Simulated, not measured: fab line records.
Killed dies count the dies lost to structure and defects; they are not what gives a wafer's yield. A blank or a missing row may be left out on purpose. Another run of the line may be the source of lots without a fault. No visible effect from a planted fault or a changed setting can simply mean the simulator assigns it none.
Chamber matching	flow n5-finfet	N5_BEOL_M13_ILD_DEP_00 on pecvd-03 has 3 sister chambers
The step deposits SiOC from DEMS/O2, target thk 837.92 nm, time 166.4 s. 18 wafers are shown with their chamber, then 9 later ones without.

== EACH WAFER AND ITS CHAMBER ==
wafer	chamber	heater-power-w (W)	rf-fwd-power-W (W)	showerhead-plenum-p-Torr (Torr)
L075.2	0	458	498.9	5.695
L075.5	2	652	496.3	5.717
L075.6	0	516	497.8	5.700
L079.1	0	448	498.1	5.698
L079.3	2	577	496.6	5.712
L079.4	2	651	495.9	5.709
L078.4	0	506	496.1	5.688
L078.5	2	674	497.7	5.707
L078.6	1	603	500.5	5.693
L080.3	0	434	497.3	5.697
L080.4	1	608	499.1	5.680
L080.5	2	648	495.5	5.715
L083.3	0	474	500.1	5.678
L083.4	1	492	498.5	5.696
L083.5	2	643	496.8	5.696
L087.1	2	678	496.2	5.705
L087.2	1	603	499.5	5.691
L087.4	1	596	498.8	5.696

SIGNATURES (averages over the wafers above)
reading	chamber 0	chamber 1	chamber 2	scatter within a chamber
heater-power-w	472.67	580.40	646.14	38.1
rf-fwd-power-W	498.050	499.280	496.429	0.992
showerhead-plenum-p-Torr	5.69267	5.69120	5.70871	0.00737
Rule: for a wafer and a chamber, the distance is found by dividing, reading by reading, the gap between the wafer's reading and the chamber's mean by the reading's scatter, squaring, summing and taking the root. If the next closest chamber is less than 2 further off than the closest, the wafer can't be placed; otherwise it belongs to the closest. The scatter: take each reading less its chamber's mean, square it, sum over the shown wafers, divide by the number of wafers less the number of chambers, and take the root.

== WAFERS WITHOUT THEIR CHAMBER ==
wafer	heater-power-w (W)	rf-fwd-power-W (W)	showerhead-plenum-p-Torr (Torr)
L090.1	631	498.5	5.719
L090.2	479	498.8	5.685
L090.6	668	499.4	5.690
L089.2	669	497.3	5.712
L089.3	440	500.1	5.674
L089.6	563	496.9	5.713
L096.1	568	498.5	5.688
L096.3	413	498.2	5.694
L096.5	660	498.4	5.706

== EACH ONE'S CHAMBER ==
wafer	from the rows above	in truth
L090.1	can't be placed: 2 or 1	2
L090.2	can't be placed: 0 or 1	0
L090.6	can't be placed: 1 or 2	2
L089.2	2	2
L089.3	can't be placed: 0 or 1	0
L089.6	can't be placed: 2 or 0 or 1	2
L096.1	can't be placed: 1 or 0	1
L096.3	0	0
L096.5	can't be placed: 2 or 1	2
Correct placement for 2 of the 9. From these rows, 7 cannot be placed; in 7 the true chamber is one of the candidates. Placed wrongly: 0.
